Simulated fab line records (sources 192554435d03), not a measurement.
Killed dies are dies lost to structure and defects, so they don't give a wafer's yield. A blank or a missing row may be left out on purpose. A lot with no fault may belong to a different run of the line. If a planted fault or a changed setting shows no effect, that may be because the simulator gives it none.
Split-lot experiment + flow n5 finfet + 21 wafers read from 7 lots, route of 1938 steps

== ABOUT THE SPLIT ==
At N5_BEOL_M7_COAT_60 (time 60 s, resist thk 35 nm), the setting spin rpm was moved away from the recipe's 1500 rpm on 6 of the 21 wafers read, by -9.1% to +8.7%. All remaining wafers had this setting at the recipe value.

== FROM THE SPLIT TO THE READING: what the file shows between them, 4 steps ==
- N5_BEOL_M7_COAT_05: resist thk 90 nm
- N5_BEOL_M7_EBR_07
- N5_BEOL_M7_DESCUM_16: chemistry O2, time 7.9 s
- N5_BEOL_M7_ETCH_61: etches SiARC in CF4, target depth 45.5 nm, time 75.8 s

== THE READING ==
SiARC_of_BEOL_M7_COAT_60.thk nm (the simulator's own value, which no gauge read), in nm, at N5_BEOL_M7_ETCH_62 (etches SOC in N2/H2, target depth 110 nm, overetch 22 nm, time 165 s). There is no usual value for it anywhere in the file. Across the 15 wafers here that went through the recipe, the average is 28.3 nm and the standard deviation 0.16 nm.

| wafer  | tool, chamber at the split | spin rpm as run, rpm | against the recipe | SiARC_of_BEOL_M7_COAT_60.thk nm, nm | against lot-mates on the recipe |
|--------|----------------------------|----------------------|--------------------|-------------------------------------|---------------------------------|
| L078.1 | litho track-03, 0          | 1500                 | recipe             | 28.4                                | -                               |
| L078.2 | litho track-03, 0          | 1500                 | recipe             | 28.4                                | -                               |
| L078.6 | litho track-03, 0          | 1626                 | +8.4%              | 27                                  | -1.4                            |
| L079.3 | litho track-02, 0          | 1444                 | -3.7%              | 29                                  | +0.8                            |
| L079.4 | litho track-02, 0          | 1500                 | recipe             | 28.4                                | -                               |
| L079.5 | litho track-02, 0          | 1500                 | recipe             | 28                                  | -                               |
| L087.3 | litho track-03, 0          | 1500                 | recipe             | 28                                  | -                               |
| L087.6 | litho track-03, 0          | 1500                 | recipe             | 28                                  | -                               |
| L087.4 | litho track-03, 0          | 1500                 | recipe             | 28.4                                | -                               |
| L088.4 | litho track-02, 0          | 1500                 | recipe             | 28.2                                | -                               |
| L088.5 | litho track-02, 0          | 1500                 | recipe             | 28.4                                | -                               |
| L088.6 | litho track-02, 0          | 1500                 | recipe             | 28.4                                | -                               |
| L091.1 | litho track-03, 0          | 1363                 | -9.1%              | 30                                  | +1.8                            |
| L091.3 | litho track-03, 0          | 1363                 | -9.1%              | 29.8                                | +1.6                            |
| L091.4 | litho track-03, 0          | 1500                 | recipe             | 28.2                                | -                               |
| L093.1 | litho track-01, 0          | 1631                 | +8.7%              | 27                                  | -1.3                            |
| L093.3 | litho track-01, 0          | 1500                 | recipe             | 28.4                                | -                               |
| L093.4 | litho track-01, 0          | 1500                 | recipe             | 28.2                                | -                               |
| L097.2 | litho track-03, 0          | 1500                 | recipe             | 28.4                                | -                               |
| L097.4 | litho track-03, 0          | 1500                 | recipe             | 28.2                                | -                               |
| L097.5 | litho track-03, 0          | 1372                 | -8.5%              | 30.2                                | +1.9                            |

THE FIT
A straight line over all 21 wafers: SiARC_of_BEOL_M7_COAT_60.thk nm changes by -0.175 nm for each +1% of spin rpm; r = -0.97; the points scatter about the line by 0.19 nm.
The same after taking each lot's own level away (the mean of its wafers on the recipe; 21 wafers): -0.182 nm for each +1%; r = -0.98; scatter 0.16 nm.
Per that fit: largest spin rpm move, reading shift of 1.7 nm.
From 28.13 to 28.40 nm: that is the span of the lots' own levels, equal to 1.7 times the standard deviation above.
Consequently the slope shifts little with the lot-to-lot level, the two slopes agreeing.
Check: with one of the wafers moved furthest among these (-9.1%) left out of the fit, the line predicts +1.68 nm for it against its lot-mates. Against them it came out at +1.8 nm.

== THE WHOLE CHAIN: every reading that the file lists as answering this split, in the file's order ==
| step               | what it does                                                         | reading                                                                            | change (the file's fit)               | r (the file's) |
|--------------------|----------------------------------------------------------------------|------------------------------------------------------------------------------------|---------------------------------------|----------------|
| N5_BEOL_M7_COAT_60 | time 60 s, resist thk 35 nm                                          | SiARC_of_BEOL_M7_COAT_60.thk nm (the simulator's own value, which no gauge read)   | -0.197 nm for each +1% of the setting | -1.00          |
| N5_BEOL_M7_ETCH_61 | etches SiARC in CF4, target depth 45.5 nm, time 75.8 s               | etch.depth nm (the simulator's own value, which no gauge read)                     | -0.188 nm for each +1% of the setting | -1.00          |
| N5_BEOL_M7_ETCH_61 | etches SiARC in CF4, target depth 45.5 nm, time 75.8 s               | CAR-ArF_of_BEOL_M7_COAT_05.thk nm (the simulator's own value, which no gauge read) | +0.191 nm for each +1% of the setting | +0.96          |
| N5_BEOL_M7_ETCH_62 | etches SOC in N2/H2, target depth 110 nm, overetch 22 nm, time 165 s | SiARC_of_BEOL_M7_COAT_60.thk nm (the simulator's own value, which no gauge read)   | -0.182 nm for each +1% of the setting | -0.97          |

== FILE'S OWN FIT ==
SiARC_of_BEOL_M7_COAT_60.thk nm changes by -0.182 nm for each +1% of spin rpm, r = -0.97.
